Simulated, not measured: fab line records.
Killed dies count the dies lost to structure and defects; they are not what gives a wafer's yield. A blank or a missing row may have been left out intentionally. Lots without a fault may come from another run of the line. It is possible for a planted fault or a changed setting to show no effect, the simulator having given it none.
Which of the tools did it? -- flow n5-finfet -- Sampling: 13 lots, 36 wafers, 2 of 1938 route steps

WHAT THE GAUGES READ, wafer by wafer
N5_PASSIVATION_OVL_MEAS_60. Usual: TV_OVL gives 3 nm (standard deviation 7.1).
lot,measured,on,TV_OVL (nm),flag
L721,day 12 18:18,overlay-01,-1 -1 -5,
L720,day 13 09:03,overlay-01,0 -4 -6,
L722,day 13 09:23,overlay-02,-4 6 7,
L724,day 13 18:12,overlay-01,-7 -6 -8,
L725,day 13 21:17,overlay-01,-4 8 1,
L728,day 14 07:46,overlay-01,1 8 9,
L732,day 15 21:15,overlay-01,-4 -7 0,
L731,day 15 21:56,overlay-02,1 1,
L735,day 16 01:40,overlay-01,3 4 2,
L733,day 16 07:30,overlay-01,10 6 10,
L739,day 16 18:37,overlay-01,-7 -2,
L740,day 17 15:38,overlay-02,0 -7 -1,
L742,day 18 07:30,overlay-01,4 12,

WHAT TOOL EACH LOT RAN ON (gives the tool, then ch and the chambers of the sampled wafers, and finally the start)
lot,N5_BEOL_M13_PRE_CLEAN_42
L721,"pvd-sputter-03, day 11 23:31"
L720,"pvd-sputter-01, day 12 10:25"
L722,"pvd-sputter-02, day 12 10:58"
L724,"pvd-sputter-03, day 12 22:04"
L725,"pvd-sputter-03, day 13 02:18"
L728,"pvd-sputter-03, day 13 10:37"
L732,"pvd-sputter-02, day 14 15:43"
L731,"pvd-sputter-01, day 14 19:16"
L735,"pvd-sputter-01, day 15 02:04"
L733,"pvd-sputter-02, day 15 05:35"
L739,"pvd-sputter-01, day 15 23:20"
L740,"pvd-sputter-01, day 16 18:07"
L742,"pvd-sputter-02, day 17 13:10"
- N5_BEOL_M13_PRE_CLEAN_42: time 30 s.

WHAT THE TOOLS THEMSELVES READ (means of the sampled wafers that have a number; where no wafer has one, the mark that the record gives instead)
N5_BEOL_M13_PRE_CLEAN_42. Usual: heater-power-w 317 W, standard deviation 22; susceptor-temp-C 250.00 C, standard deviation 0.17.
lot,tool,heater-power-w (W),susceptor-temp-C (C),flag
L721,pvd-sputter-03,313,249.98,
L720,pvd-sputter-01,311,250.01,
L722,pvd-sputter-02,318,250.15,
L724,pvd-sputter-03,323,249.94,
L725,pvd-sputter-03,334,250.07,
L728,pvd-sputter-03,302,249.92,
L732,pvd-sputter-02,311,250.01,
L731,pvd-sputter-01,324,250.05,
L735,pvd-sputter-01,328,250.05,
L733,pvd-sputter-02,314,250.03,
L739,pvd-sputter-01,318,250.02,
L740,pvd-sputter-01,331,250.08,
L742,pvd-sputter-02,310,249.88,

THE ANSWER, worked out from the rows above alone
Rule: take the mean of a lot's wafers that have a number; if it is more than 3 standard deviations from the usual mean, the lot is off. Also off: a lot with no number at a reading for which 4 or more lots have one. Any other lot the step has rows for is counted as sound. Order of review: gauges by route order, followed by the tools' own readings, for which a lot's mean as printed above is used. The first step at which some lot is off is used, and at that step the reading that is off furthest; a lot without a number counts as furthest.
Nothing can be told from this: no lot is off at any reading shown.

WHAT THE SIMULATOR HAD INSERTED
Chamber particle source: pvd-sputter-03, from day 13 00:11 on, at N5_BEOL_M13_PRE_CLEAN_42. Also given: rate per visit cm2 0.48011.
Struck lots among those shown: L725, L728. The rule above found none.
